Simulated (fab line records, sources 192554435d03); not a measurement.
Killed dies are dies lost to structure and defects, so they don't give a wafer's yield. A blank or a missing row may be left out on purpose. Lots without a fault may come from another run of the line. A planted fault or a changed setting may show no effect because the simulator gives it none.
Split-lot experiment | flow n5_finfet | 7 lots, 21 wafers read, on a route of 1938 steps

THE SPLIT
At N5_BEOL_M15_PEB_26 (peb time 90 s), the setting peb_temp_c was moved away from the recipe's 130 C on 9 of the 21 wafers read, by -2.2% to +2.4%. The other wafers ran this setting at the recipe's value.

FROM THE SPLIT TO THE READING: what the file shows between them, 2 steps
- N5_BEOL_M15_DEVELOP_27: develop time 45 s
- N5_BEOL_M15_HARDBAKE_32: time 120 s

THE READING
cd_nm, in nm, at N5_BEOL_M15_CD_MEAS_28 (target cd 407.6 nm). Fault-free wafers of this fab line usually give 406.8 nm, standard deviation 2.5 nm.

wafer  | tool, chamber at the split | peb_temp_c as run, C | against the recipe | cd_nm, nm | against lot-mates on the recipe
L077.1 | litho_track-01, 0          | 130                  | recipe             | 405.4     | -
L077.2 | litho_track-01, 0          | 130                  | recipe             | 408.9     | -
L077.3 | litho_track-01, 0          | 127.3                | -2.1%              | 392.5     | -14.6
L078.3 | litho_track-02, 0          | 128.2                | -1.4%              | 402.7     | -9.4
L078.4 | litho_track-02, 0          | 130                  | recipe             | 412.1     | -
L078.5 | litho_track-02, 0          | 128.2                | -1.4%              | 403.2     | -8.9
L079.2 | litho_track-01, 0          | 130                  | recipe             | 404.0     | -
L079.4 | litho_track-01, 0          | 130                  | recipe             | 406.7     | -
L079.5 | litho_track-01, 0          | 132.8                | +2.2%              | 412.5     | +7.1
L080.3 | litho_track-01, 0          | 127.2                | -2.2%              | 392.4     | -10.9
L080.4 | litho_track-01, 0          | 130                  | recipe             | 405.1     | -
L080.5 | litho_track-01, 0          | 130                  | recipe             | 401.5     | -
L091.4 | litho_track-02, 0          | 133.1                | +2.4%              | 419.4     | no lot-mate on the recipe
L091.5 | litho_track-02, 0          | 133.1                | +2.4%              | 419.6     | no lot-mate on the recipe
L091.6 | litho_track-02, 0          | 133.1                | +2.4%              | 420.3     | no lot-mate on the recipe
L094.2 | litho_track-01, 0          | 130                  | recipe             | 403.9     | -
L094.3 | litho_track-01, 0          | 130                  | recipe             | 407.4     | -
L094.4 | litho_track-01, 0          | 130                  | recipe             | 406.2     | -
L095.2 | litho_track-02, 0          | 130                  | recipe             | 409.7     | -
L095.3 | litho_track-02, 0          | 130                  | recipe             | 409.7     | -
L095.5 | litho_track-02, 0          | 127.5                | -1.9%              | 395.2     | -14.5

THE FIT
A straight line over all 21 wafers: cd_nm changes by +5.21 nm for each +1% of peb_temp_c; r = +0.92; the points scatter about the line by 3 nm.
The same after taking each lot's own level away (the mean of its wafers on the recipe; 18 wafers): +5.56 nm for each +1%; r = +0.95; scatter 2 nm.
On that fit, the largest move of peb_temp_c shifts the reading by 13 nm.
The lots' own levels span 403.30 to 412.10 nm, that is 3.5 times the standard deviation above.
So the lot-to-lot level changes the slope little: the two slopes agree.
Check: with one of the wafers moved furthest among these (+2.2%) left out of the fit, the line predicts +13.9 nm for it against its lot-mates. It came out at +7.15 nm against them.

OTHER SPLITS ON THESE WAFERS
These wafers also went through other splits before the reading. Each is held against what the fit with the lots' levels taken away leaves over:
other split on the same wafers    | wafers away from the commonest value | r with cd_nm (lot level and that fit taken away)
N5_BEOL_M11_COAT_63 spin_rpm      | 8                                    | -0.08
N5_BEOL_M11_TRENCH_ETCH_37 time_s | 8                                    | -0.14
N5_BEOL_M11_ALD_74 ald_cycles     | 4                                    | -0.36
N5_BEOL_M13_ETCH_59 time_s        | 8                                    | -0.12
N5_BEOL_M13_COAT_65 spin_rpm      | 9                                    | -0.09
N5_BEOL_M14_ETCH_68 time_s        | 7                                    | +0.06

THE WHOLE CHAIN: every reading that the file lists as answering this split, in the file's order
step                       | what it does                                                            | reading                                                         | change (the file's fit)              | r (the file's)
N5_BEOL_M15_CD_MEAS_28     | target cd 407.6 nm                                                      | cd_nm                                                           | +5.73 nm for each +1% of the setting | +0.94
N5_BEOL_M15_DESCUM_33      | chemistry O2, time 7.9 s                                                | BEOL_M15.cd_nm (the simulator's own value, which no gauge read) | +5.79 nm for each +1% of the setting | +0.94
N5_BEOL_M15_ETCH_61        | etches BARC in N2/H2, target depth 89 nm, overetch 26.7 nm, time 67.9 s | BEOL_M15.cd_nm (the simulator's own value, which no gauge read) | +6.33 nm for each +1% of the setting | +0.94
N5_BEOL_M15_TRENCH_ETCH_34 | etches SiO2 in C4F8/O2/Ar, target depth 872.93 nm, time 199 s           | BEOL_M15.cd_nm (the simulator's own value, which no gauge read) | +6.54 nm for each +1% of the setting | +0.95

THE FILE'S OWN FIT
cd_nm changes by +5.73 nm for each +1% of peb_temp_c, r = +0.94.
